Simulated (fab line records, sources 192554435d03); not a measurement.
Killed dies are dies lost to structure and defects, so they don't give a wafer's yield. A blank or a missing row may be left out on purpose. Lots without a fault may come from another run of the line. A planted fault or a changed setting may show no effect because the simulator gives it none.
fab line records | flow n5_finfet
record lots=10 wafers=30 last_day=19
route steps=1938 shown BEOL_M1@838 BEOL_M2@856 BEOL_M4@1111 PASSIVATION@1936
lots that met no fault: from a run of the same line without faults
start_h: hours from the record's first day to the start of the lot's first wafer shown | wait_h: hours since the lot's step before | " the same as in the row above | L1.1+2: a row that stands for several wafers | - no value, or no start given | * or withheld: withheld | < > ~ a bound
route shown NAME@n: a module of which the file shows steps, and the number in the route of the first | usual: mean/standard deviation of fault-free wafers | same: alike in all rows | chamber/n: place in a boat | sites: the reading at each site | _std_site: their standard deviation | _edge_site: outer sites' mean less inner sites' | radius_mm: how far each site lies from the wafer's centre | mask NAME#n: copy n | behind: the tool/chamber that last shaped the wafer | hold: why the lot was held/for how many hours/how that ended | device: the transistor (n, p or np) that didn't switch | end of line: the same wafers' tests at the end of the route | a step without rows: its recipe alone | killed: dies lost to structure and defects at the first sort, not the wafer's yield | map: a wafer's dies, x killed, . not, _ none there
set.NAME: the setting as run; set.NAME@STEP: as run at that earlier step | model.NAME: the simulator's own value behind a step, which no gauge read
steps of the route over a sample of lots; a table a step, a row a wafer
services: from which hour (start_h, from the record's first day; less than 0 if before it) a tool's chamber was out of use, for how many hours, and why
## steps
# step N5_BEOL_M1_DEP_57
# recipe material=SiCN target_thk_a=80 temp_c=withheld precursor=3MS/NH3 pressure_torr=3 rf_w=202 time_s=14
# usual showerhead_plenum_p_Torr=3.666/0.013 throttle_valve_pct=9.1/0.64
# columns lot.wafer tool chamber start_h wait_h showerhead_plenum_p_Torr throttle_valve_pct
L496.2 pecvd-03 2 151.72 0.0 3.674 8.4
L496.3 " 1 " " 3.667 10.2
L496.5 " 1 " " 3.664 9.8
L499.1 pecvd-04 0 165.89 0.0 3.661 9.0
L499.2 " 1 " " 3.676 9.7
L499.4 " 2 " " 3.638 8.9
L505.2 pecvd-03 2 200.96 0.0 3.674 8.7
L505.4 " 2 " " 3.671 8.4
L505.6 " 2 " " 3.665 8.6
L507.3 pecvd-01 0 209.05 0.0 3.677 8.8
L507.4 " 1 " " 3.670 8.3
L507.5 " 1 " " 3.663 8.4
L509.1 pecvd-04 2 213.97 0.0 3.639 8.5
L509.2 " 0 " " 3.665 9.3
L509.4 " 0 " " 3.668 8.9
L511.1 pecvd-01 1 233.62 0.0 3.661 8.7
L511.2 " 2 " " 3.677 8.3
L511.4 " 2 " " 3.676 7.9
L513.2 pecvd-01 0 255.07 0.0 3.671 8.8
L513.4 " 2 " " 3.676 8.1
L513.6 " 1 " " 3.675 8.2
L514.3 pecvd-04 2 261.37 0.0 3.636 8.3
L514.4 " 1 " " 3.666 9.6
L514.5 " 2 " " 3.632 8.8
L515.1 pecvd-03 2 263.77 0.0 3.671 8.6
L515.3 " 0 " " 3.669 10.2
L515.4 " 2 " " 3.662 8.4
L516.1 pecvd-04 1 266.53 0.0 3.661 9.5
L516.3 " 2 " " 3.648 8.8
L516.4 " 2 " " 3.638 8.8
# step N5_BEOL_M2_INSPECT_13
# recipe mode=adi inspect_instrument=brightfield
# usual raw_defect_count=391/91
# columns lot.wafer tool chamber start_h wait_h raw_defect_count
L496.2 defect_inspect-02 - 154.62 0.0 421
L496.3 " - " " 434
L496.5 " - " " 423
L499.1 defect_inspect-02 - 167.00 0.1 481
L499.2 " - " " 360
L499.4 " - " " 391
L505.2 defect_inspect-01 - 202.46 0.0 383
L505.4 " - " " 286
L505.6 " - " " 262
L507.3 defect_inspect-01 - 210.54 0.0 324
L507.4 " - " " 347
L507.5 " - " " 384
L509.1 defect_inspect-01 - 214.89 0.1 516
L509.2 " - " " 483
L509.4 " - " " 560
L511.1 defect_inspect-02 - 236.07 0.1 379
L511.2 " - " " 439
L511.4 " - " " 474
L513.2 defect_inspect-02 - 257.31 0.0 474
L513.4 " - " " 528
L513.6 " - " " 426
L514.3 defect_inspect-02 - 262.98 0.0 528
L514.4 " - " " 510
L514.5 " - " " 493
L515.1 defect_inspect-01 - 266.22 0.1 396
L515.3 " - " " 402
L515.4 " - " " 287
L516.1 defect_inspect-01 - 267.50 0.1 450
L516.3 " - " " 234
L516.4 " - " " 350
# step N5_BEOL_M2_DESCUM_16
# recipe chemistry=O2 time_s=7 source_power_w=50 bias_power_w=20 pressure_mtorr=20 rf_frequency_hz=2.712e+07 temp_c=40 resist=CAR-EUV o2_flow_sccm=225
# usual drypump_motor_current_A=5.7/0.39 oes_product_au=0.84/0.084 rf_vpp_V=243.2/1.7 showerhead_plenum_p_Torr=2.11/0.094 throttle_valve_pct=20.42/0.24
# columns lot.wafer tool chamber start_h wait_h drypump_motor_current_A oes_product_au rf_hours_counter_h rf_vpp_V showerhead_plenum_p_Torr throttle_valve_pct
L496.2 rie_diel-05 0 154.72 0.1 5.6 0.80 109 240.7 1.95 20.79
L496.3 " 1 " " 5.6 0.96 1 242.0 2.05 20.20
L496.5 " 2 " " 5.6 0.86 - 245.4 2.23 20.42
L499.1 rie_diel-05 0 167.07 0.1 5.5 0.79 113 240.5 1.94 20.80
L499.2 " 2 " " 5.6 0.86 49 246.2 2.23 20.43
L499.4 " 3 " " 5.5 0.69 235 243.4 2.15 20.63
L505.2 rie_diel-03 3 202.49 0.0 6.4 0.71 197 243.6 2.09 20.37
L505.4 " 1 " " 5.4 0.87 61 245.2 2.20 20.41
L505.6 " 2 " " 5.7 0.68 - 241.5 2.00 20.82
L507.3 rie_diel-01 3 210.73 0.2 6.4 0.88 43 245.1 2.23 20.71
L507.4 " 1 " " 5.8 0.87 - 240.3 2.06 20.45
L507.5 " 0 " " 5.7 0.87 - 242.6 2.03 20.27
L509.1 rie_diel-03 1 214.92 0.0 5.4 0.85 65 245.1 2.20 20.43
L509.2 " 2 " " 5.6 0.69 241 241.2 2.00 20.82
L509.4 " 3 " " 6.4 0.70 202 243.2 2.09 20.37
L511.1 rie_diel-03 2 236.10 0.0 5.7 0.68 247 242.1 1.99 20.84
L511.2 " 3 " " 6.4 0.70 208 243.2 2.08 20.38
L511.4 " 0 " " 5.7 0.91 19 245.5 2.22 20.02
L513.2 rie_diel-05 0 258.47 1.2 5.5 0.76 143 240.6 1.93 20.86
L513.4 " 1 " " 5.6 0.86 43 241.6 2.03 20.26
L513.6 " 3 " " 5.5 0.92 - 243.4 2.14 20.40
L514.3 rie_diel-01 3 263.70 0.7 6.5 0.84 61 245.6 2.23 20.73
L514.4 " 2 " " 5.1 0.89 36 241.8 2.03 20.04
L514.5 " 0 " " 5.7 0.84 - 243.1 2.02 20.29
L515.1 rie_diel-01 0 268.58 2.4 5.6 0.84 54 241.9 2.02 20.31
L515.3 " 3 " " 6.5 0.84 63 242.8 2.22 20.74
L515.4 " 1 " " 5.8 0.85 90 242.4 2.05 20.45
L516.1 rie_diel-01 2 271.04 3.5 5.1 0.87 39 242.2 2.03 20.05
L516.3 " 1 " " 5.8 0.85 91 241.4 2.05 20.44
L516.4 " 3 " " 6.5 0.84 64 245.6 2.22 20.75
# step N5_BEOL_M2_COAT_67
# recipe resist=SOC temp_c=250 time_s=60 spin_rpm=1500 resist_thk_nm=60
# usual plate_temp_C=249.99/0.18 spin_speed_rpm=1500.0/0.95
# columns lot.wafer tool chamber start_h wait_h plate_temp_C spin_speed_rpm
L496.2 litho_track-04 0 155.42 0.0 250.08 1500.0
L496.3 " 0 " " 250.11 1501.0
L496.5 " 0 " " 250.12 1500.5
L499.1 litho_track-02 0 167.58 0.0 249.87 1498.9
L499.2 " 0 " " 250.15 1499.3
L499.4 " 0 " " 250.35 1497.2
L505.2 litho_track-04 0 202.96 0.0 250.12 1500.3
L505.4 " 0 " " 249.87 1500.8
L505.6 " 0 " " 250.13 1499.1
L507.3 litho_track-04 0 211.21 0.0 250.17 1500.7
L507.4 " 0 " " 249.95 1500.4
L507.5 " 0 " " 249.95 1499.4
L509.1 litho_track-04 0 215.39 0.0 250.08 1596.5
L509.2 " 0 " " 250.22 1597.0
L509.4 " 0 " " 250.35 1596.7
L511.1 litho_track-04 0 236.57 0.0 249.77 1596.4
L511.2 " 0 " " 249.98 1595.7
L511.4 " 0 " " 250.09 1595.4
L513.2 litho_track-02 0 258.99 0.0 249.82 1499.9
L513.4 " 0 " " 249.92 1500.1
L513.6 " 0 " " 250.02 1499.5
L514.3 litho_track-01 0 264.28 0.0 250.04 1500.6
L514.4 " 0 " " 249.80 1500.4
L514.5 " 0 " " 249.95 1500.9
L515.1 litho_track-02 0 271.39 0.0 249.82 1501.1
L515.3 " 0 " " 250.05 1502.0
L515.4 " 0 " " 250.27 1499.4
L516.1 litho_track-01 0 271.72 0.0 249.90 1499.5
L516.3 " 0 " " 249.95 1500.8
L516.4 " 0 " " 249.92 1500.3
# step N5_BEOL_M4_RC_MEAS_101
# usual DIBL_N=36.1/1.6 DIBL_P=35.8/2 IOFF_N=0.157/0.029 IOFF_P=0.21/0.034 ION_N=677/13 ION_P=465/8.1 SS_N=71.3/0.61 SS_P=73.2/0.65 VT_N=249/3.3 VT_P=-250/3.2
# columns lot.wafer tool chamber start_h wait_h DIBL_N[mV/V] DIBL_P[mV/V] IOFF_N[nA/um] IOFF_P[nA/um] ION_N[uA/um] ION_P[uA/um] SS_N[mV/dec] SS_P[mV/dec] VT_N[mV] VT_P[mV]
L496.2 prober-02 0 211.29 0.2 40.0 39.3 0.244 0.29 701 475 72.2 74.9 244 -246
L496.3 " 0 " " 35.2 33.5 0.147 0.18 679 459 70.7 73.0 249 -251
L496.5 " 0 " " 35.3 33.8 0.142 0.19 672 459 71.1 73.3 251 -251
L499.1 prober-02 0 232.10 0.0 36.2 36.1 0.169 0.23 684 462 71.8 73.3 250 -249
L499.2 " 0 " " 38.4 37.5 0.224 0.26 684 466 72.4 74.9 246 -246
L499.4 " 0 " " 38.0 37.2 0.212 0.26 685 470 72.3 74.6 244 -248
L505.2 prober-02 0 252.06 0.2 34.5 35.2 0.138 0.19 680 469 71.0 72.1 252 -249
L505.4 " 0 " " 36.2 36.6 0.164 0.21 684 470 71.9 73.2 245 -251
L505.6 " 0 " " 36.2 37.0 0.176 0.23 688 476 71.5 72.6 245 -247
L507.3 prober-01 0 274.02 0.3 34.9 34.6 0.118 0.14 650 444 71.2 73.0 257 -257
L507.4 " 0 " " 36.3 36.4 0.145 0.17 670 449 71.8 73.2 253 -255
L507.5 " 0 " " 35.1 35.1 0.135 0.15 675 459 71.4 73.2 252 -258
L509.1 prober-01 0 276.90 0.0 38.0 38.6 0.177 0.21 685 464 71.6 73.8 247 -251
L509.2 " 0 " " 34.2 34.1 0.116 0.15 669 459 70.7 71.3 253 -256
L509.4 " 0 " " 36.3 35.9 0.141 0.18 666 455 71.8 72.8 254 -251
L511.1 prober-01 0 307.68 0.1 36.0 36.3 0.141 0.21 678 466 71.5 74.2 252 -247
L511.2 " 0 " " 36.1 35.9 0.144 0.22 670 460 71.0 73.0 250 -248
L511.4 " 0 " " 35.5 35.3 0.136 0.21 664 463 71.3 73.2 253 -248
L513.2 prober-01 0 315.69 0.2 36.5 35.9 0.157 0.23 671 466 71.4 72.8 248 -249
L513.4 " 0 " " 35.2 34.7 0.133 0.21 681 476 70.9 72.9 253 -249
L513.6 " 0 " " 34.0 34.3 0.127 0.20 683 477 71.1 72.5 251 -251
L514.3 prober-02 0 315.75 0.3 38.4 38.3 0.216 0.26 694 470 71.6 73.8 246 -246
L514.4 " 0 " " 35.2 34.8 0.145 0.21 676 467 71.3 72.8 251 -248
L514.5 " 0 " " 35.5 34.9 0.156 0.21 684 465 71.2 72.8 251 -250
L515.1 prober-02 0 321.63 0.0 36.3 36.8 0.149 0.21 681 467 71.3 72.9 248 -253
L515.3 " 0 " " 34.6 35.0 0.125 0.17 665 463 71.1 73.0 251 -256
L515.4 " 0 " " 37.7 38.3 0.171 0.22 680 469 71.8 73.6 250 -250
L516.1 prober-02 0 325.05 0.0 37.0 38.1 0.190 0.24 696 478 70.9 74.2 244 -249
L516.3 " 0 " " 38.2 39.0 0.210 0.25 696 474 71.6 73.7 242 -248
L516.4 " 0 " " 36.7 37.3 0.182 0.23 685 468 71.7 73.2 248 -246
# step N5_PASSIVATION_PROBE_49
# usual defect_limited_yield=91.0/1.4 killed_at_M0_to_M3=33/11 killed_at_M4_up=14/5 killed_at_contacts=11/7.3 killed_at_front_end=43/12 killed_at_other=4/3.1 killed_dies=106/17 killed_on_rim=14/3.8 killed_open=69/13 killed_short=34/8.7 sort_bin_5_function=5.2/0.96 sort_bin_6_memory=3.3/0.66 sort_n_pass=1074/17 sort_yield_pct=91.0/1.4
# same gross_dies=1180 killed_at_back_side=0 sort_bin_4_leakage[%]=0 sort_bin_8_speed[%]=0
# columns lot.wafer tool chamber start_h wait_h defect_limited_yield[%] killed_at_M0_to_M3 killed_at_M4_up killed_at_contacts killed_at_front_end killed_at_other killed_dies killed_on_rim killed_open killed_short sort_bin_5_function[%] sort_bin_6_memory[%] sort_n_pass sort_yield_pct[%]
L496.2 prober-01 - 321.58 0.1 89.7 46 19 15 38 4 122 17 82 37 6.0 3.8 1058 89.7
L496.3 prober-01 - 321.63 0.1 91.5 33 20 14 30 3 100 15 52 46 5.0 3.3 1080 91.5
L496.5 prober-01 - 321.73 0.2 90.6 32 11 14 45 9 111 17 73 37 5.8 3.2 1069 90.6
L499.1 prober-02 - 348.55 0.0 92.7 31 10 3 42 0 86 12 49 36 4.1 2.7 1094 92.7
L499.2 prober-02 - 348.60 0.1 91.4 44 14 6 37 1 102 19 52 44 4.8 2.8 1078 91.4
L499.4 prober-02 - 348.70 0.2 92.5 35 10 9 32 2 88 15 58 23 4.3 2.4 1092 92.5
L505.2 prober-02 - 357.36 0.1 92.5 26 10 14 38 1 89 15 56 31 4.5 2.4 1091 92.5
L505.4 prober-02 - 357.46 0.2 89.1 34 20 4 67 4 129 18 72 50 6.1 3.5 1051 89.1
L505.6 prober-02 - 357.56 0.3 88.7 41 18 7 64 3 133 16 83 47 6.6 3.8 1047 88.7
L507.3 prober-02 - 384.38 0.1 91.7 27 5 17 43 6 98 12 59 39 4.4 3.3 1082 91.7
L507.4 prober-02 - 384.43 0.2 92.0 21 10 15 41 7 94 12 58 35 4.4 3.4 1086 92.0
L507.5 prober-02 - 384.48 0.2 90.3 44 10 13 42 6 115 11 82 33 5.3 4.1 1065 90.3
# killed by level:class
L496.2 MOL_CONTACT_COAG:geometric_particle:open=13 BEOL_M4:geometric_particle:open=12 BEOL_M2:geometric_particle:open=10 BEOL_M0_SAQP:geometric_particle:open=8 GATE_CUT:geometric_particle:short=7 BEOL_M0_SAQP:geometric_particle:short=7 FIN_SAQP:geometric_particle:open=6 BEOL_M3:geometric_particle:open=6
L496.3 BEOL_M4:geometric_particle:open=12 FIN_SAQP:geometric_particle:short=9 MOL_CONTACT_COAG:geometric_particle:open=9 BEOL_M0_SAQP:geometric_particle:short=8 FIN_SAQP:geometric_particle:open=6 BEOL_M0_SAQP:geometric_particle:open=6 BEOL_M0:geometric_particle:short=5 STARTING-WAFER:geometric_particle:short=5
L496.5 STI_FIN_REVEAL:geometric_particle:open=13 MOL_CONTACT_COAG:geometric_particle:open=9 BEOL_M0_SAQP:geometric_particle:open=6 BEOL_M0_SAQP:geometric_particle:short=6 DUMMY_GATE:geometric_particle:open=5 GATE_CUT:geometric_particle:open=5 STARTING-WAFER:geometric_particle:open=5 FIN_SAQP:geometric_particle:short=4
L499.1 STI_FIN_REVEAL:geometric_particle:open=16 BEOL_M3:geometric_particle:open=7 GATE_CUT:geometric_particle:short=6 BEOL_M0_SAQP:geometric_particle:short=6 DUMMY_GATE:geometric_particle:open=4 BEOL_M0_SAQP:geometric_particle:open=4 FIN_SAQP:geometric_particle:short=3 STI_FIN_REVEAL:geometric_particle:short=3
L499.2 GATE_CUT:geometric_particle:short=10 BEOL_M3:geometric_particle:open=9 BEOL_M0_SAQP:geometric_particle:open=9 BEOL_M0_SAQP:geometric_particle:short=8 BEOL_M1:geometric_particle:open=7 BEOL_M2:geometric_particle:open=5 BEOL_M3:geometric_particle:short=5 FIN_SAQP:geometric_particle:open=4
L499.4 BEOL_M2:geometric_particle:open=11 BEOL_M3:geometric_particle:open=9 MOL_CONTACT_COAG:geometric_particle:open=6 BEOL_M2:geometric_particle:short=6 FIN_SAQP:geometric_particle:open=5 DUMMY_GATE:geometric_particle:open=5 BEOL_M0_SAQP:geometric_particle:short=5 HKMG_FIN:area_etch=5
L505.2 MOL_CONTACT_COAG:geometric_particle:open=11 FIN_SAQP:geometric_particle:short=7 GATE_CUT:geometric_particle:short=7 BEOL_M0_SAQP:geometric_particle:short=6 BEOL_M0_SAQP:geometric_particle:open=6 BEOL_M2:geometric_particle:open=5 BEOL_M3:geometric_particle:open=5 STARTING-WAFER:geometric_particle:open=5
L505.4 GATE_CUT:geometric_particle:short=14 FIN_SAQP:geometric_particle:short=12 BEOL_M4:geometric_particle:open=12 FIN_SAQP:geometric_particle:open=11 BEOL_M0_SAQP:geometric_particle:open=9 HKMG_FIN:area_etch=7 STI_FIN_REVEAL:geometric_particle:open=6 BEOL_M1:geometric_particle:open=6
L505.6 FIN_SAQP:geometric_particle:short=20 BEOL_M0_SAQP:geometric_particle:open=12 FIN_SAQP:geometric_particle:open=10 BEOL_M2:geometric_particle:open=10 BEOL_M4:geometric_particle:open=9 DUMMY_GATE:geometric_particle:open=6 GATE_CUT:geometric_particle:short=5 MOL_CONTACT_COAG:geometric_particle:open=5
L507.3 BEOL_M0_SAQP:geometric_particle:short=14 MOL_CONTACT_COAG:geometric_particle:open=14 STI_FIN_REVEAL:geometric_particle:open=11 FIN_SAQP:geometric_particle:open=10 FIN_SAQP:geometric_particle:short=5 STI_FIN_REVEAL:geometric_particle:short=4 DUMMY_GATE:geometric_particle:open=4 BEOL_M0_SAQP:geometric_particle:open=4
L507.4 MOL_CONTACT_COAG:geometric_particle:open=13 FIN_SAQP:geometric_particle:open=10 STI_FIN_REVEAL:geometric_particle:open=10 FIN_SAQP:geometric_particle:short=6 BEOL_M1:geometric_particle:open=6 BEOL_M0_SAQP:geometric_particle:short=5 STI_FIN_REVEAL:geometric_particle:short=4 GATE_CUT:geometric_particle:short=4
L507.5 STI_FIN_REVEAL:geometric_particle:open=15 BEOL_M0_SAQP:geometric_particle:open=13 BEOL_M0_SAQP:geometric_particle:short=12 MOL_CONTACT_COAG:geometric_particle:open=11 FIN_SAQP:geometric_particle:open=10 BEOL_M1:geometric_particle:open=7 BEOL_M1:geometric_particle:short=5 BEOL_M2:geometric_particle:open=5
## services
# columns tool chamber start_h hours kind
rie_diel-05 1 129.37 - clean
rie_diel-05 1 129.37 - consumable_replace:focus_ring
rie_diel-05 1 129.37 22.9 scheduled_down
rie_diel-05 1 129.37 22.9 vent_cycle
rie_diel-03 0 138.30 - clean
rie_diel-03 0 138.30 - consumable_replace:focus_ring
rie_diel-03 0 138.30 - consumable_replace:showerhead
rie_diel-03 0 138.30 41.9 scheduled_down
rie_diel-03 0 138.30 41.9 vent_cycle
pecvd-03 2 142.11 7.6 repair
pecvd-03 - 154.55 6.0 pm
pecvd-01 0 157.27 29.6 repair
pecvd-01 1 162.53 5.0 scheduled_down
rie_diel-03 2 165.53 5.8 repair
pecvd-04 2 168.05 5.5 scheduled_down
pecvd-04 1 177.63 6.5 repair
pecvd-01 - 180.22 1.5 repair
rie_diel-05 0 191.10 10.4 repair
pecvd-03 0 192.22 5.5 scheduled_down
rie_diel-01 2 193.46 18.9 repair
rie_diel-03 2 206.92 7.6 repair
rie_diel-03 - 255.51 15.6 pm
pecvd-04 2 258.08 2.1 scheduled_down
rie_diel-05 - 266.94 15.6 pm
## key
first_sign step=N5_BEOL_M2_COAT_67 reading=spin_speed_rpm direction=up sigmas=99+ usual=* struck=*
effect none on later readings
met_at N5_BEOL_M2_COAT_67
struck_lots L509,L511
rows_end L509.1,L509.2,L509.4
not_acting_at N5_BEOL_M1_DEP_57,N5_BEOL_M2_INSPECT_13,N5_BEOL_M2_DESCUM_16
onset_between 211.21 215.39
fault kind=process_parameter_drift tool=litho_track-04 chamber=- onset_h=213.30 steps=N5_BEOL_M2_COAT_67 channel=spin_rpm offset=* shape=step acts_in=* stated=*
# rows_end: these wafers met a further fault down the route, and their rows from its step on are left out
